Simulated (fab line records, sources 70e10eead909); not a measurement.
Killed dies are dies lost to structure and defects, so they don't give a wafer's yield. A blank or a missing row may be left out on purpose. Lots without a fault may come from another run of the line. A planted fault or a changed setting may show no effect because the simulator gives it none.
Chamber matching | flow nand_harc | NHARC_P_ZERO_WELL_DESCUM_13 on rie_diel-03: 4 sister chambers
The step chemistry O2, time 3 s. 16 wafers are shown with their chamber, then 8 later ones without.

WAFERS WITH THEIR CHAMBER
wafer  | chamber | showerhead_plenum_p_Torr (Torr) | drypump_motor_current_A (A) | oes_product_au (a.u.)
L074.4 | 0       | 1.93                            | 6.0                         | 1.007
L074.5 | 2       | 2.07                            | 6.1                         | 1.012
L074.6 | 3       | 2.03                            | 6.2                         | 0.994
L075.3 | 1       | 1.91                            | 6.3                         | 0.999
L075.4 | 2       | 2.07                            | 6.1                         | 1.028
L075.6 | 1       | 1.91                            | 6.3                         | 1.005
L078.3 | 1       | 1.91                            | 6.3                         | 1.005
L078.4 | 3       | 2.03                            | 6.2                         | 1.012
L078.5 | 0       | 1.92                            | 6.1                         | 1.000
L079.2 | 2       | 2.06                            | 6.1                         | 1.011
L079.4 | 0       | 1.92                            | 6.0                         | 0.983
L079.5 | 2       | 2.06                            | 6.0                         | 0.997
L080.1 | 2       | 2.06                            | 6.0                         | 1.008
L080.2 | 0       | 1.92                            | 6.1                         | 0.985
L080.3 | 3       | 2.03                            | 6.2                         | 0.984
L084.2 | 1       | 1.90                            | 6.3                         | 0.984

SIGNATURES (means of the wafers above)
reading                  | chamber 0 | chamber 1 | chamber 2 | chamber 3 | scatter within a chamber
showerhead_plenum_p_Torr | 1.9225    | 1.9075    | 2.0640    | 2.0300    | 0.00474
drypump_motor_current_A  | 6.050     | 6.300     | 6.060     | 6.200     | 0.0428
oes_product_au           | 0.99375   | 0.99825   | 1.01120   | 0.99667   | 0.0115
Rule: a wafer's distance from a chamber is the root of the sum, over the readings, of the square of ((its reading less the chamber's mean) divided by the reading's scatter). The wafer belongs to the nearest chamber; if the next one is less than 2 further off, it can't be placed. The scatter: the root of (the sum of the squares of (reading less its chamber's mean) over the shown wafers, divided by (wafers less chambers)).

WAFERS WITHOUT THEIR CHAMBER
wafer  | showerhead_plenum_p_Torr (Torr) | drypump_motor_current_A (A) | oes_product_au (a.u.)
L084.4 | 2.02                            | 6.2                         | 0.991
L084.6 | 1.90                            | 6.3                         | 0.989
L089.1 | 1.90                            | 6.3                         | 0.976
L089.3 | 2.02                            | 6.2                         | 0.996
L089.5 | 2.05                            | 6.0                         | 1.019
L097.2 | 1.91                            | 6.1                         | 1.016
L097.3 | 2.01                            | 6.2                         | 0.987
L097.5 | 1.89                            | 6.3                         | 0.982

WHICH CHAMBER EACH WENT THROUGH
wafer  | from the rows above     | in truth
L084.4 | 3                       | 3
L084.6 | 1                       | 1
L089.1 | 1                       | 1
L089.3 | 3                       | 3
L089.5 | 2                       | 2
L097.2 | can't be placed: 0 or 1 | 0
L097.3 | 3                       | 3
L097.5 | 1                       | 1
Placed correctly: 7 of 8. Can't be placed from these rows: 1 (the true chamber is among the candidates in 1). Placed wrongly: 0.
